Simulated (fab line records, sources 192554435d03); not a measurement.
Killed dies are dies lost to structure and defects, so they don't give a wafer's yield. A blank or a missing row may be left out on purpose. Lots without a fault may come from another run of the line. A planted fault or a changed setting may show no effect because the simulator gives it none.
Chamber matching | flow n5_finfet | N5_HKMG_FIN_ETCH_67 on rie_diel-05: 4 sister chambers
The step etches SOC in N2/H2, stops on TiN, target depth 388.9 nm. 14 wafers are shown with their chamber, then 7 later ones without.

WAFERS WITH THEIR CHAMBER
wafer  | chamber | drypump_motor_current_A (A) | throttle_valve_pct (%) | showerhead_plenum_p_Torr (Torr)
L074.2 | 1       | 5.4                         | 18.26                  | 2.41
L074.3 | 3       | 6.3                         | 18.02                  | 2.63
L074.5 | 0       | 4.8                         | 18.00                  | 2.42
L077.1 | 0       | 4.8                         | 18.02                  | 2.41
L077.3 | 2       | 5.3                         | 17.33                  | 2.59
L077.6 | 1       | 5.3                         | 18.28                  | 2.41
L080.1 | 1       | 5.3                         | 18.30                  | 2.41
L080.3 | 2       | 5.3                         | 17.36                  | 2.59
L080.5 | 3       | 6.3                         | 18.06                  | 2.62
L083.2 | 2       | 5.3                         | 17.38                  | 2.59
L083.4 | 2       | 5.3                         | 17.35                  | 2.59
L083.5 | 1       | 5.3                         | 18.29                  | 2.41
L094.1 | 1       | 5.3                         | 17.93                  | 2.72
L094.4 | 3       | 6.3                         | 17.70                  | 2.61

SIGNATURES (means of the wafers above)
reading                  | chamber 0 | chamber 1 | chamber 2 | chamber 3 | scatter within a chamber
drypump_motor_current_A  | 4.800     | 5.320     | 5.300     | 6.300     | 0.0283
throttle_valve_pct       | 18.0100   | 18.2120   | 17.3550   | 17.9267   | 0.134
showerhead_plenum_p_Torr | 2.4150    | 2.4720    | 2.5900    | 2.6200    | 0.0878
Rule: a wafer's distance from a chamber is the root of the sum, over the readings, of the square of ((its reading less the chamber's mean) divided by the reading's scatter). The wafer belongs to the nearest chamber; if the next one is less than 2 further off, it can't be placed. The scatter: the root of (the sum of the squares of (reading less its chamber's mean) over the shown wafers, divided by (wafers less chambers)).

WAFERS WITHOUT THEIR CHAMBER
wafer  | drypump_motor_current_A (A) | throttle_valve_pct (%) | showerhead_plenum_p_Torr (Torr)
L094.6 | 6.3                         | 17.72                  | 2.61
L096.1 | 4.8                         | 17.71                  | 2.72
L096.3 | 5.3                         | 17.92                  | 2.72
L096.4 | 6.3                         | 17.71                  | 2.61
L097.2 | 4.8                         | 17.72                  | 2.72
L097.5 | 6.4                         | 17.72                  | 2.61
L097.6 | 4.8                         | 17.71                  | 2.72

WHICH CHAMBER EACH WENT THROUGH
wafer  | from the rows above     | in truth
L094.6 | 3                       | 3
L096.1 | 0                       | 0
L096.3 | can't be placed: 1 or 2 | 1
L096.4 | 3                       | 3
L097.2 | 0                       | 0
L097.5 | 3                       | 3
L097.6 | 0                       | 0
Placed correctly: 6 of 7. Can't be placed from these rows: 1 (the true chamber is among the candidates in 1). Placed wrongly: 0.
